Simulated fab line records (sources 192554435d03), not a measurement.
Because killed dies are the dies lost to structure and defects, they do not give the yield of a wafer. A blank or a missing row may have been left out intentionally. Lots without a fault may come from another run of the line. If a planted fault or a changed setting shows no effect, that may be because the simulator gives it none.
Which tool is to blame?	flow n5_finfet	9 lots, 27 wafers sampled, at 7 steps of a route of 1938

== WHAT THE GAUGES SHOWED, per wafer ==
N5_BEOL_M7_CD_MEAS_18: pitch 80 nm, target cd 40 nm. Usual: 40.0 nm for cd_nm, sd 0.48.
lot	measured	on	cd_nm (nm)	flag
L714	day 9 14:09	cd_sem-03	40.8 40.9 39.8	
L718	day 10 17:00	cd_sem-01	40.4 39.3 40.1	
L721	day 11 01:48	cd_sem-01	39.9 39.6 40.2	
L729	day 13 13:14	cd_sem-01	39.8 39.8 40.6	
L731	day 13 13:25	cd_sem-03	39.5 39.2 39.5	
L730	day 13 18:37	cd_sem-03	40.1 40.5 40.4	
L732	day 13 18:44	cd_sem-03	40.2 40.3 40.2	
L735	day 14 14:21	cd_sem-03	39.9 39.2 39.5	
L733	day 14 18:02	cd_sem-02	40.0 40.4 40.1	

N5_BEOL_M7_OVL_MEAS_29. Usual: V6_OVL gives -0.1 nm (standard deviation 0.74).
lot	measured	on	V6_OVL (nm)	flag
L714	day 9 15:30	overlay-02	0.3 -0.7 0.0	
L718	day 10 18:21	overlay-01	0.6 1.1 1.0	
L721	day 11 03:46	overlay-01	-1.1 -0.4 0.4	
L729	day 13 14:37	overlay-01	-1.1 -1.2 -1.1	
L731	day 13 14:26	overlay-02	-0.8 -0.8 -0.9	
L730	day 13 19:01	overlay-01	0.4 0.4 0.4	
L732	day 13 20:21	overlay-01	-0.2 -0.2 -1.1	
L735	day 14 18:49	overlay-02	0.5 -0.7 -0.4	
L733	day 14 19:05	overlay-01	0.5 0.6 0.5	

N5_BEOL_M7_OCD_MEAS_38. Usual: 93.1 nm for trench_depth_nm, sd 0.88.
lot	measured	on	trench_depth_nm (nm)	flag
L714	day 9 16:01	ocd-02	93.6 92.8 94.0	
L718	day 10 18:52	ocd-01	93.1 93.1 93.1	
L721	day 11 04:23	ocd-01	92.0 92.4 92.6	
L729	day 13 15:22	ocd-01	87.9 87.7 88.8	OFF
L731	day 13 14:58	ocd-02	88.9 89.1 89.1	OFF
L730	day 13 19:32	ocd-02	89.8 89.4 88.0	OFF
L732	day 13 21:01	ocd-02	93.0 92.4 91.8	
L735	day 14 19:21	ocd-01	95.0 92.9 93.2	
L733	day 14 19:52	ocd-02	92.6 94.4 93.4	

N5_BEOL_M7_THK_MEAS_53: measures by xrf. Usual: M7_THK gives 79.8 nm (standard deviation 1.4).
lot	measured	on	M7_THK (nm)	flag
L714	day 9 18:31	film_metro-01	80.4 78.6 80.9	
L718	day 10 22:17	film_metro-01	79.5 78.9 79.6	
L721	day 11 07:53	film_metro-02	77.3 77.3 80.2	
L729	day 13 17:43	film_metro-02	74.8 74.7 76.2	OFF
L731	day 13 17:27	film_metro-01	74.7 74.8 75.1	OFF
L730	day 13 22:47	film_metro-01	77.0 75.9 75.2	
L732	day 13 23:54	film_metro-01	79.0 78.1 77.7	
L735	day 14 22:25	film_metro-02	83.5 80.9 80.0	
L733	day 14 23:00	film_metro-02	80.2 82.8 81.1	

N5_BEOL_M7_RS_MEAS_57: measurement is done with a four-point probe. Usual: M7_RS gives 0.287 ohm/sq (standard deviation 0.0054).
lot	measured	on	M7_RS (ohm/sq)	flag
L714	day 9 18:38	film_metro-02	0.285 0.294 0.283	
L718	day 10 22:25	film_metro-02	0.287 0.290 0.285	
L721	day 11 08:01	film_metro-01	0.298 0.298 0.286	
L729	day 13 17:50	film_metro-02	0.311 0.312 0.303	OFF
L731	day 13 17:35	film_metro-01	0.310 0.309 0.306	OFF
L730	day 13 22:55	film_metro-02	0.295 0.300 0.304	
L732	day 14 00:02	film_metro-02	0.286 0.290 0.294	
L735	day 14 22:33	film_metro-02	0.275 0.287 0.288	
L733	day 14 23:08	film_metro-01	0.288 0.276 0.284	

== TOOL THAT RAN EACH LOT (tool first, then ch and the chambers of the sampled wafers, then the start) ==
lot	N5_BEOL_M7_TRENCH_ETCH_37	N5_BEOL_M7_ETCH_41
L714	rie_diel-02 ch 2,3, day 9 15:52	rie_diel-02 ch 2,3, day 9 16:01 or earlier
L718	rie_diel-02 ch 0,2,3, day 10 18:43	rie_diel-02 ch 0,2,3, day 10 18:52 or earlier
L721	rie_diel-02 ch 0,1,2, day 11 04:14	rie_diel-02 ch 0,1,2, day 11 04:23 or earlier
L729	rie_diel-02 ch 1,2,3, day 13 15:13	rie_diel-02 ch 1,2,3, day 13 15:22 or earlier
L731	rie_diel-02 ch 2,3, day 13 14:49	rie_diel-02 ch 2,3, day 13 14:58 or earlier
L730	rie_diel-02 ch 0,1,2, day 13 19:23	rie_diel-02 ch 0,1,2, day 13 19:32 or earlier
L732	rie_diel-06 ch 0,1,2, day 13 20:51	rie_diel-06 ch 0,1,2, day 13 21:01 or earlier
L735	rie_diel-01 ch 0,3, day 14 19:11	rie_diel-01 ch 0,3, day 14 19:21 or earlier
L733	rie_diel-06 ch 2,3, day 14 19:43	rie_diel-06 ch 2,3, day 14 19:52 or earlier
- N5_BEOL_M7_TRENCH_ETCH_37: etches SiCOH lowk in C4F6/O2, target depth 93.478 nm, time 31.2 s.
- N5_BEOL_M7_ETCH_41: etches SiCN in CH3F/O2, target depth 31.9 nm, time 57.8 s.

== AS READ BY THE TOOLS THEMSELVES (means over the sampled wafers that have a number; for cases with no such wafer, the mark the record gives instead) ==
N5_BEOL_M7_TRENCH_ETCH_37. Usual: bias_w 185.1 W, standard deviation 0.55; drypump_motor_current_A 5.5 A, standard deviation 0.52; oes_f_703_au 0.77 a.u., standard deviation 0.066; oes_product_au 0.76 a.u., standard deviation 0.068; rf_fwd_power_W 340.2 W, standard deviation 2; rf_vpp_V 664 V, standard deviation 6.1; showerhead_plenum_p_Torr 2.82 Torr, standard deviation 0.12; throttle_valve_pct 20.84 %, standard deviation 0.2.
lot	tool	bias_w (W)	drypump_motor_current_A (A)	oes_f_703_au (a.u.)	oes_product_au (a.u.)	rf_fwd_power_W (W)	rf_vpp_V (V)	showerhead_plenum_p_Torr (Torr)	throttle_valve_pct (%)	flag
L714	rie_diel-02	185.7	5.6	0.77	0.76	340.9	666	2.81	20.86	
L718	rie_diel-02	185.3	5.4	0.78	0.78	340.9	667	2.86	20.78	
L721	rie_diel-02	184.7	5.5	0.78	0.77	340.9	663	2.81	20.74	
L729	rie_diel-02	163.9	5.7	0.73	0.71	341.5	601	2.75	20.84	OFF
L731	rie_diel-02	163.3	5.6	0.74	0.72	342.0	604	2.80	20.89	OFF
L730	rie_diel-02	163.7	5.6	0.76	0.74	342.0	601	2.80	20.75	OFF
L732	rie_diel-06	185.3	5.1	0.72	0.71	338.5	660	2.76	21.11	
L735	rie_diel-01	184.9	5.5	0.82	0.80	337.9	661	2.69	20.76	
L733	rie_diel-06	185.5	5.2	0.78	0.78	340.4	657	2.82	20.85	

N5_BEOL_M7_ETCH_41. Usual: bias_w 75.00 W, standard deviation 0.25; drypump_motor_current_A 5.5 A, standard deviation 0.52; oes_product_au 0.76 a.u., standard deviation 0.068; rf_fwd_power_W 391.4 W, standard deviation 2; rf_vpp_V 296.7 V, standard deviation 1.9; showerhead_plenum_p_Torr 1.98 Torr, standard deviation 0.085; throttle_valve_pct 16.25 %, standard deviation 0.2.
lot	tool	bias_w (W)	drypump_motor_current_A (A)	oes_product_au (a.u.)	rf_fwd_power_W (W)	rf_vpp_V (V)	showerhead_plenum_p_Torr (Torr)	throttle_valve_pct (%)	flag
L714	rie_diel-02	74.82	5.6	0.76	390.8	296.2	1.97	16.27	
L718	rie_diel-02	75.06	5.4	0.77	392.5	296.5	2.01	16.19	
L721	rie_diel-02	74.98	5.5	0.78	392.2	297.5	1.98	16.15	
L729	rie_diel-02	74.96	5.8	0.73	392.7	296.5	1.93	16.28	
L731	rie_diel-02	74.69	5.6	0.73	392.2	296.6	1.96	16.32	
L730	rie_diel-02	75.12	5.5	0.76	393.5	296.3	1.97	16.18	
L732	rie_diel-06	75.05	5.1	0.71	390.7	296.3	1.94	16.51	
L735	rie_diel-01	74.98	5.5	0.80	389.9	295.1	1.88	16.15	
L733	rie_diel-06	75.15	5.2	0.78	391.4	296.7	1.98	16.25	

== THE ANSWER, worked out from the rows above alone ==
Rule: take the mean of a lot's wafers that have a number; if it is more than 3 standard deviations from the usual mean, the lot is off. A lot without any number at a reading at which 4 lots or more have one is off too. All remaining lots with rows at the step are treated as sound. Order of review: gauges by route order, followed by the tools' own readings, for which a lot's mean as printed above is used. The first step at which some lot is off is used, and at that step the reading that is off furthest; a lot without a number counts as furthest.
Off: L729, L731, L730, at N5_BEOL_M7_OCD_MEAS_38 (trench_depth_nm).
If a tool, at a process step before that reading, ran all the lots that are off and no sound lot after the first of them, it fits. The gauges at N5_BEOL_M7_OCD_MEAS_38 aren't tried: what is off there is off at N5_BEOL_M7_TRENCH_ETCH_37 too, on other tools, and a gauge's error can't cause that. With no start given for some of its lots, N5_BEOL_M7_ETCH_41 uses the hours and lot order of N5_BEOL_M7_OCD_MEAS_38. One fits: rie_diel-02 at N5_BEOL_M7_TRENCH_ETCH_37 and N5_BEOL_M7_ETCH_41. At N5_BEOL_M7_TRENCH_ETCH_37 its last sound lot is L721 (day 11 04:14), its first lot that is off L731 (day 13 14:49): a fault that began between those two fits.
The tool's own readings at N5_BEOL_M7_TRENCH_ETCH_37 bear it out: on the lots that are off they differ by more than 5 times the standard deviation of the sound lots' means. bias_w reads 163.6 W there against 185.2 W on the sound lots; rf_vpp_V reads 602 V there against 662 V on the sound lots.

== WHAT WAS PUT IN BY THE SIMULATOR ==
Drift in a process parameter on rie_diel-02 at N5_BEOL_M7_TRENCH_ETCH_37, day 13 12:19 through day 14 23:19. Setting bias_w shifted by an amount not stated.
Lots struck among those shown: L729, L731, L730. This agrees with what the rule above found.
